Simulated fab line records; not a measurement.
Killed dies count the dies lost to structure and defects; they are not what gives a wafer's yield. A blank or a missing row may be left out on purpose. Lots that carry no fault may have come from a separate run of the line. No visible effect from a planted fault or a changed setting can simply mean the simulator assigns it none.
fab line records + flow n5-finfet
[record]
- lots = 5
- wafers = 15
- last-day = 16
route steps=1938 shown BEOL_M13@1693
lots untouched by any fault: they come from a run of this same line in which no faults occurred
start-h: hours from the record's opening day to when the first of the lot's shown wafers began + wait-h: hours elapsed since this lot's preceding step + " as in the row above + L1.1+2: a single row standing in for several wafers + - no value present, or no start provided + * or withheld: withheld + < > ~ a bound
route shown NAME@n: names a module that has steps shown in the file, with the first one's number in the route + usual: the fault-free wafers' mean and standard deviation + same: alike in all rows + chamber/n: place in a boat + sites: the reading at each site + _std_site: the standard deviation of these + _edge_site: the outer-site mean with the inner-site mean subtracted + radius-mm: for every site, how far away it sits from the centre of the wafer + mask NAME#n: copy n + behind: the tool/chamber that last shaped the wafer + hold: the reason the lot was held/the length of the hold in hours/how it ended + device: whichever transistor did not switch (one of n, p or np) + end of line: the route-end tests of the same wafers + where a step has no rows: the recipe by itself + killed: count of dies lost to structure and defects at first sort (not the wafer's yield) + map: a wafer's dies, x killed, . not, _ none there
set.NAME: the setting that was run; set.NAME@STEP: the one run at that earlier step + model.NAME: the simulator's own value behind a step, which no gauge read
certain route steps with their lots: each step a table, each wafer a row
services: the hour from which a tool's chamber was out of use, counted from the record's first day as start-h (under 0 if before that day), plus the number of hours and why
[[steps]]
[step N5_BEOL_M13_ETCH_67]
[recipe]
- chemistry = CF4
- target = SiARC
- target-depth-a = 1430
- time-s = 238.3
- ion-energy-ev = 80
- pressure-mtorr = 40
- source-w = 545
- bias-w = 36
- Ar_flow_sccm = 100
- cf4-flow-sccm = 100
- ends = cleared
[usual]
- drypump-motor-current-A = 5.5/0.43
- etch-rf-on-time-s = 236/4.2
- oes-product-au = 0.72/0.051
- rf-vpp-V = 184.5/1.3
- showerhead-plenum-p-Torr = 2.18/0.075
- throttle-valve-pct = 15.57/0.2
| lot.wafer | tool        | chamber | start-h | wait-h | drypump-motor-current-A | etch-rf-on-time-s | oes-product-au | rf-hours-counter-h | rf-vpp-V | showerhead-plenum-p-Torr | throttle-valve-pct |
|-----------|-------------|---------|---------|--------|-------------------------|-------------------|----------------|--------------------|----------|--------------------------|--------------------|
| L528.2    | rie-diel-01 | 3       | 238.67  | 0.0    | 5.4                     | 229               | 0.73           | 67                 | 184.8    | 2.17                     | 15.56              |
| L528.3    | "           | 1       | "       | "      | 5.9                     | 237               | 0.72           | 53                 | 186.2    | 2.26                     | 15.17              |
| L528.6    | "           | 2       | "       | "      | 5.6                     | 236               | 0.81           | -                  | 183.3    | 2.11                     | 15.34              |
| L539.4    | rie-diel-04 | 3       | 302.61  | 0.0    | 6.5                     | 238               | 0.60           | 241                | 181.9    | 2.03                     | 15.79              |
| L539.5    | "           | 1       | "       | "      | 5.7                     | 241               | 0.68           | -                  | 184.1    | 2.07                     | 15.35              |
| L539.6    | "           | 0       | "       | "      | 5.8                     | 237               | 0.78           | -                  | 185.2    | 2.19                     | 15.46              |
| L541.1    | rie-diel-03 | 2       | 334.11  | 0.0    | 5.4                     | 232               | 0.68           | 128                | 185.2    | 2.23                     | 15.90              |
| L541.4    | "           | 0       | "       | "      | 5.2                     | 227               | 0.76           | 26                 | 185.7    | 2.27                     | 15.51              |
| L541.6    | "           | 1       | "       | "      | 6.0                     | 236               | 0.70           | -                  | 184.4    | 2.16                     | 15.60              |
| L542.3    | rie-diel-03 | 3       | 337.29  | 0.0    | 4.8                     | 242               | 0.68           | 97                 | 182.7    | 2.07                     | 15.82              |
| L542.4    | "           | 2       | "       | "      | 5.4                     | 236               | 0.67           | 129                | 185.2    | 2.23                     | 15.91              |
| L542.6    | "           | 2       | "       | "      | 5.4                     | 238               | 0.67           | -                  | 186.7    | 2.23                     | 15.91              |
| L544.1    | rie-diel-01 | 0       | 344.70  | 0.0    | 5.1                     | 238               | 0.68           | 103                | 183.1    | 2.24                     | 15.59              |
| L544.3    | "           | 3       | "       | "      | 5.4                     | 229               | 0.69           | 103                | 182.2    | 2.16                     | 15.61              |
| L544.6    | "           | 3       | "       | "      | 5.4                     | 231               | 0.69           | -                  | 184.9    | 2.16                     | 15.62              |
[step N5_BEOL_M13_ETCH_68]
[recipe]
- chemistry = N2/H2
- target = SOC
- mask-material = SiARC
- source-w = 3000
- bias-w = 350
- temp-c = 40
- time-s = 355
- ion-energy-ev = 200
- pressure-mtorr = 30
- n2-flow-sccm = 200
- h2-flow-sccm = 200
[step N5_BEOL_M13_STRIP_69]
[recipe]
- chemistry = N2/H2
- temp-c = 40
- n2-flow-sccm = 200
- h2-flow-sccm = 200
- rf-frequency-hz = 6e+07
[step N5_BEOL_M13_TRENCH_ETCH_34]
[recipe]
- chemistry = C4F8/O2/Ar
- target = SiOC
- target-depth-a = 4134.7
- mask-material = SOC
- pressure-mtorr = 30
- source-w = 3000
- bias-w = 700
- Ar_flow_sccm = 400
- C4F8_flow_sccm = 15
- O2_flow_sccm = 8
- he-inner-torr = 15
- he-outer-torr = 30
- time-s = 162.6
- ion-energy-ev = 250
[usual]
- drypump-motor-current-A = 5.5/0.42
- oes-product-au = 0.84/0.059
- rf-vpp-V = 667/3.4
- showerhead-plenum-p-Torr = 3.47/0.12
- throttle-valve-pct = 24.20/0.21
| lot.wafer | tool        | chamber | start-h | wait-h | drypump-motor-current-A | oes-product-au | rf-hours-counter-h | rf-vpp-V | showerhead-plenum-p-Torr | throttle-valve-pct |
|-----------|-------------|---------|---------|--------|-------------------------|----------------|--------------------|----------|--------------------------|--------------------|
| L528.2    | rie-diel-01 | 3       | 239.03  | 0.0    | 5.4                     | 0.85           | 67                 | 667      | 3.46                     | 24.17              |
| L528.3    | "           | 1       | "       | "      | 6.0                     | 0.84           | 53                 | 671      | 3.60                     | 23.73              |
| L528.6    | "           | 2       | "       | "      | 5.6                     | 0.95           | -                  | 665      | 3.38                     | 24.08              |
| L539.4    | rie-diel-04 | 3       | 302.97  | 0.0    | 6.5                     | 0.69           | 241                | 659      | 3.25                     | 24.32              |
| L539.5    | "           | 1       | "       | "      | 5.7                     | 0.80           | -                  | 662      | 3.30                     | 23.88              |
| L539.6    | "           | 0       | "       | "      | 5.8                     | 0.91           | -                  | 668      | 3.49                     | 24.12              |
| L541.1    | rie-diel-03 | 2       | 334.48  | 0.0    | 5.4                     | 0.79           | 128                | 669      | 3.56                     | 24.51              |
| L541.4    | "           | 0       | "       | "      | 5.2                     | 0.87           | 26                 | 671      | 3.63                     | 24.21              |
| L541.6    | "           | 1       | "       | "      | 5.9                     | 0.81           | -                  | 665      | 3.45                     | 24.20              |
| L542.3    | rie-diel-03 | 3       | 337.66  | 0.0    | 4.8                     | 0.81           | 97                 | 662      | 3.31                     | 24.45              |
| L542.4    | "           | 2       | "       | "      | 5.4                     | 0.78           | 129                | 669      | 3.56                     | 24.53              |
| L542.6    | "           | 2       | "       | "      | 5.4                     | 0.78           | -                  | 669      | 3.56                     | 24.53              |
| L544.1    | rie-diel-01 | 0       | 345.07  | 0.0    | 5.1                     | 0.81           | 104                | 671      | 3.58                     | 24.28              |
| L544.3    | "           | 3       | "       | "      | 5.4                     | 0.81           | 104                | 667      | 3.44                     | 24.22              |
| L544.6    | "           | 3       | "       | "      | 5.4                     | 0.80           | -                  | 667      | 3.44                     | 24.24              |
[step N5_BEOL_M13_STRIP_70]
[recipe]
- chemistry = C4F8/O2/Ar
- resist = SiARC
- rf-frequency-hz = 6e+07
[step N5_BEOL_M13_OCD_MEAS_35]
[usual]
- trench-depth-nm = 417/5.9
| lot.wafer | tool   | chamber | start-h | wait-h | trench-depth-nm |
|-----------|--------|---------|---------|--------|-----------------|
| L528.2    | ocd-02 | -       | 239.21  | 0.0    | 425             |
| L528.3    | "      | -       | "       | "      | 415             |
| L528.6    | "      | -       | "       | "      | 421             |
| L539.4    | ocd-01 | -       | 303.15  | 0.0    | 402             |
| L539.5    | "      | -       | "       | "      | 416             |
| L539.6    | "      | -       | "       | "      | 416             |
| L541.1    | ocd-01 | -       | 334.65  | 0.0    | 410             |
| L541.4    | "      | -       | "       | "      | 426             |
| L541.6    | "      | -       | "       | "      | 410             |
| L542.3    | ocd-02 | -       | 337.83  | 0.0    | 416             |
| L542.4    | "      | -       | "       | "      | 410             |
| L542.6    | "      | -       | "       | "      | 411             |
| L544.1    | ocd-02 | -       | 345.24  | 0.0    | 422             |
| L544.3    | "      | -       | "       | "      | 423             |
| L544.6    | "      | -       | "       | "      | 421             |
[step N5_BEOL_M13_STRIP_37]
[recipe]
- chemistry = N2/H2
- power-w = 1000
- temp-c = 250
- h2-frac = 0.65
- overash-fraction = 0.3
- pressure-mtorr = withheld
- n2-flow-sccm = 1750
- h2-flow-sccm = 3250
[usual]
- drypump-motor-current-A = 5.6/0.41
- heater-power-w = 335/37
- oes-product-au = 0.784/0.01
| lot.wafer | tool            | chamber | start-h | wait-h | drypump-motor-current-A | heater-power-w | oes-product-au | rf-hours-counter-h |
|-----------|-----------------|---------|---------|--------|-------------------------|----------------|----------------|--------------------|
| L528.2    | plasma-asher-01 | 0       | 239.25  | 0.0    | 5.6                     | 325            | 0.776          | 78                 |
| L528.3    | "               | 0       | "       | "      | 5.6                     | 328            | 0.788          | -                  |
| L528.6    | "               | 1       | "       | "      | 5.1                     | 390            | 0.798          | -                  |
| L539.4    | plasma-asher-01 | 1       | 303.21  | 0.1    | 5.1                     | 390            | 0.776          | -                  |
| L539.5    | "               | 0       | "       | "      | 5.6                     | 317            | 0.779          | -                  |
| L539.6    | "               | 1       | "       | "      | 5.1                     | 384            | 0.782          | -                  |
| L541.1    | plasma-asher-02 | 0       | 334.69  | 0.0    | 5.7                     | 294            | 0.791          | 131                |
| L541.4    | "               | 0       | "       | "      | 5.7                     | 300            | 0.778          | -                  |
| L541.6    | "               | 1       | "       | "      | 6.2                     | 318            | 0.779          | -                  |
| L542.3    | plasma-asher-01 | 1       | 338.10  | 0.3    | 5.1                     | 388            | 0.780          | -                  |
| L542.4    | "               | 0       | "       | "      | 5.6                     | 329            | 0.784          | -                  |
| L542.6    | "               | 0       | "       | "      | 5.6                     | 314            | 0.775          | -                  |
| L544.1    | plasma-asher-01 | 0       | 345.28  | 0.0    | 5.6                     | 317            | 0.773          | 99                 |
| L544.3    | "               | 1       | "       | "      | 5.1                     | 393            | 0.800          | -                  |
| L544.6    | "               | 1       | "       | "      | 5.1                     | 387            | 0.782          | -                  |
[step N5_BEOL_M13_ETCH_38]
[recipe]
- chemistry = CF4/N2
- target = SiCN
- target-depth-a = 675
- taper-deg = 2
- time-s = 71.9
- ion-energy-ev = 150
- mask-material = SiO2
- pressure-mtorr = 40
- source-w = 430
- bias-w = 70
- Ar_flow_sccm = 100
- cf4-flow-sccm = 60
- n2-flow-sccm = 60
[usual]
- drypump-motor-current-A = 5.6/0.43
- oes-product-au = 0.84/0.066
- rf-vpp-V = 382.9/2
- showerhead-plenum-p-Torr = 2.24/0.078
- throttle-valve-pct = 15.36/0.19
| lot.wafer | tool        | chamber | start-h | wait-h | drypump-motor-current-A | oes-product-au | rf-hours-counter-h | rf-vpp-V | showerhead-plenum-p-Torr | throttle-valve-pct |
|-----------|-------------|---------|---------|--------|-------------------------|----------------|--------------------|----------|--------------------------|--------------------|
| L528.2    | rie-diel-03 | 2       | 245.99  | -      | 5.4                     | 0.80           | 105                | 383.7    | 2.31                     | 15.66              |
| L528.3    | "           | 1       | "       | "      | 5.9                     | 0.84           | 65                 | 382.0    | 2.24                     | 15.34              |
| L528.6    | "           | 0       | "       | "      | 5.2                     | 0.97           | -                  | 386.3    | 2.36                     | 15.30              |
| L539.4    | rie-diel-04 | 0       | 307.13  | -      | 5.8                     | 0.90           | 18                 | 383.8    | 2.26                     | 15.27              |
| L539.5    | "           | 2       | "       | "      | 5.7                     | 0.95           | -                  | 383.3    | 2.25                     | 15.24              |
| L539.6    | "           | 1       | "       | "      | 5.7                     | 0.79           | -                  | 379.8    | 2.13                     | 15.19              |
| L541.1    | rie-diel-04 | 2       | 334.77  | -      | 5.8                     | 0.92           | 19                 | 384.1    | 2.25                     | 15.26              |
| L541.4    | "           | 0       | "       | "      | 5.8                     | 0.88           | -                  | 383.5    | 2.25                     | 15.29              |
| L541.6    | "           | 2       | "       | "      | 5.8                     | 0.92           | -                  | 383.3    | 2.25                     | 15.26              |
| L542.3    | rie-diel-01 | 0       | 340.16  | -      | 5.1                     | 0.80           | 102                | 385.5    | 2.31                     | 15.44              |
| L542.4    | "           | 1       | "       | "      | 6.0                     | 0.80           | 82                 | 384.2    | 2.32                     | 15.04              |
| L542.6    | "           | 2       | "       | "      | 5.5                     | 0.89           | -                  | 379.8    | 2.16                     | 15.23              |
| L544.1    | rie-diel-01 | 0       | 346.53  | -      | 5.1                     | 0.80           | 104                | 384.8    | 2.31                     | 15.44              |
| L544.3    | "           | 1       | "       | "      | 5.9                     | 0.80           | 85                 | 384.9    | 2.32                     | 15.06              |
| L544.6    | "           | 0       | "       | "      | 5.1                     | 0.80           | -                  | 383.7    | 2.31                     | 15.44              |
[step N5_BEOL_M13_PRECLEAN_39]
[recipe]
- chemistry = residue-remover
- time-s = 60
- temp-c = 40
[step N5_BEOL_M13_SRD_40]
[recipe]
- time-s = 30
- temp-c = 23
- rinse-liquid = diw
- dry = n2-spin
- spin-rpm = 1500
- dry-time-s = 30
[step N5_BEOL_M13_DEGAS_41]
[recipe]
- ambient = vacuum
- temp-c = 250
- time-s = 60
[step N5_BEOL_M13_PRE_CLEAN_42]
[recipe]
- gas = H2/He
- time-s = 30
- temp-c = 250
[usual]
- heater-power-w = 337/34
| lot.wafer | tool           | chamber | start-h | wait-h | heater-power-w |
|-----------|----------------|---------|---------|--------|----------------|
| L528.2    | pvd-sputter-01 | -       | 246.58  | 0.0    | 315            |
| L528.3    | "              | -       | "       | "      | 343            |
| L528.6    | "              | -       | "       | "      | 325            |
| L539.4    | pvd-sputter-01 | -       | 307.58  | 0.0    | 350            |
| L539.5    | "              | -       | "       | "      | 326            |
| L539.6    | "              | -       | "       | "      | 337            |
| L541.1    | pvd-sputter-03 | -       | 335.19  | 0.0    | 361            |
| L541.4    | "              | -       | "       | "      | 268            |
| L541.6    | "              | -       | "       | "      | 337            |
| L542.3    | pvd-sputter-03 | -       | 340.66  | 0.0    | 270            |
| L542.4    | "              | -       | "       | "      | 355            |
| L542.6    | "              | -       | "       | "      | 332            |
| L544.1    | pvd-sputter-01 | -       | 347.38  | 0.0    | 397            |
| L544.3    | "              | -       | "       | "      | 347            |
| L544.6    | "              | -       | "       | "      | 396            |
[step N5_BEOL_M13_SPUTTER_43]
[recipe]
- material = TaN
- target-thk-a = 150
- temp-c = 50
- bias-v = 168.6
- power-w = 15000
- chamber-pressure-pa = 0.12
- time-s = 24.19
[usual]
- throttle-valve-pct = 29.7/0.98
| lot.wafer | tool           | chamber | start-h | wait-h | throttle-valve-pct | model.TaN_of_BEOL_M13_SPUTTER_43.thk-nm |
|-----------|----------------|---------|---------|--------|--------------------|-----------------------------------------|
| L528.2    | pvd-sputter-01 | -       | 246.62  | 0.0    | 28.7               | 15                                      |
| L528.3    | "              | -       | "       | "      | 29.9               | 14.8                                    |
| L528.6    | "              | -       | "       | "      | 28.6               | 14.8                                    |
| L539.4    | pvd-sputter-01 | -       | 307.62  | 0.0    | 29.0               | 15                                      |
| L539.5    | "              | -       | "       | "      | 28.6               | 15                                      |
| L539.6    | "              | -       | "       | "      | 30.0               | 15                                      |
| L541.1    | pvd-sputter-03 | -       | 335.23  | 0.0    | 31.6               | 15                                      |
| L541.4    | "              | -       | "       | "      | 31.0               | 14.8                                    |
| L541.6    | "              | -       | "       | "      | 28.9               | 14.8                                    |
| L542.3    | pvd-sputter-03 | -       | 340.70  | 0.0    | 30.5               | 14.8                                    |
| L542.4    | "              | -       | "       | "      | 31.4               | 15.2                                    |
| L542.6    | "              | -       | "       | "      | 28.6               | 15                                      |
| L544.1    | pvd-sputter-01 | -       | 347.42  | 0.0    | 30.4               | 14.8                                    |
| L544.3    | "              | -       | "       | "      | 29.1               | 14.6                                    |
| L544.6    | "              | -       | "       | "      | 30.1               | 14.8                                    |
[step N5_BEOL_M13_SPUTTER_44]
[recipe]
- material = Ta
- target-thk-a = 100
- temp-c = 50
- bias-v = 80
- power-w = 15000
- chamber-pressure-pa = 0.07
- time-s = 16.13
[[services]]
| tool            | chamber | start-h | hours | kind                          |
|-----------------|---------|---------|-------|-------------------------------|
| rie-diel-03     | 0       | 219.55  | -     | clean                         |
| rie-diel-03     | 0       | 219.55  | -     | consumable-replace:focus-ring |
| rie-diel-03     | 0       | 219.55  | -     | consumable-replace:showerhead |
| rie-diel-03     | 0       | 219.55  | 19.9  | scheduled-down                |
| rie-diel-03     | 0       | 219.55  | 19.9  | vent-cycle                    |
| rie-diel-04     | -       | 226.56  | 15.6  | pm                            |
| rie-diel-04     | 0       | 242.16  | -     | clean                         |
| rie-diel-04     | 0       | 242.16  | -     | consumable-replace:focus-ring |
| rie-diel-04     | 0       | 242.16  | 16.1  | scheduled-down                |
| rie-diel-04     | 0       | 242.16  | 16.1  | vent-cycle                    |
| rie-diel-04     | 1       | 246.44  | 6.6   | repair                        |
| plasma-asher-01 | -       | 246.73  | 1.9   | repair                        |
| rie-diel-04     | 2       | 248.61  | 3.7   | repair                        |
| rie-diel-04     | 2       | 258.24  | -     | clean                         |
| plasma-asher-01 | -       | 262.42  | 4.5   | repair                        |
| rie-diel-01     | 0       | 269.66  | 2.1   | repair                        |
| rie-diel-01     | 0       | 275.75  | 4.7   | repair                        |
| rie-diel-03     | 3       | 282.13  | 10.9  | repair                        |
| rie-diel-03     | -       | 298.97  | 15.6  | pm                            |
| rie-diel-01     | 2       | 321.53  | 13.2  | repair                        |
| rie-diel-04     | 1       | 326.25  | 8.7   | repair                        |
| plasma-asher-02 | -       | 327.58  | 1.1   | repair                        |
| rie-diel-04     | 3       | 329.91  | 4.1   | repair                        |
| rie-diel-04     | 2       | 347.19  | 1.6   | repair                        |
[[key]]
first-sign none at tools or gauges
[model-effect]
- step = N5_BEOL_M13_SPUTTER_43
- value = TaN_of_BEOL_M13_SPUTTER_43.thk-nm
- without = 15
- struck = 14.6
met-at N5_BEOL_M13_SPUTTER_43
struck-wafers L544.3
onset-between 307.62 347.42
[fault]
- kind = process-parameter-drift
- tool = pvd-sputter-01
- chamber = -
- onset-h = 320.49
- steps = N5_BEOL_M13_SPUTTER_43
- channel = time-s
- offset = *
- shape = step
- end-h = 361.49
- scope = struck-wafers-only
- acts-in = *
- stated = *
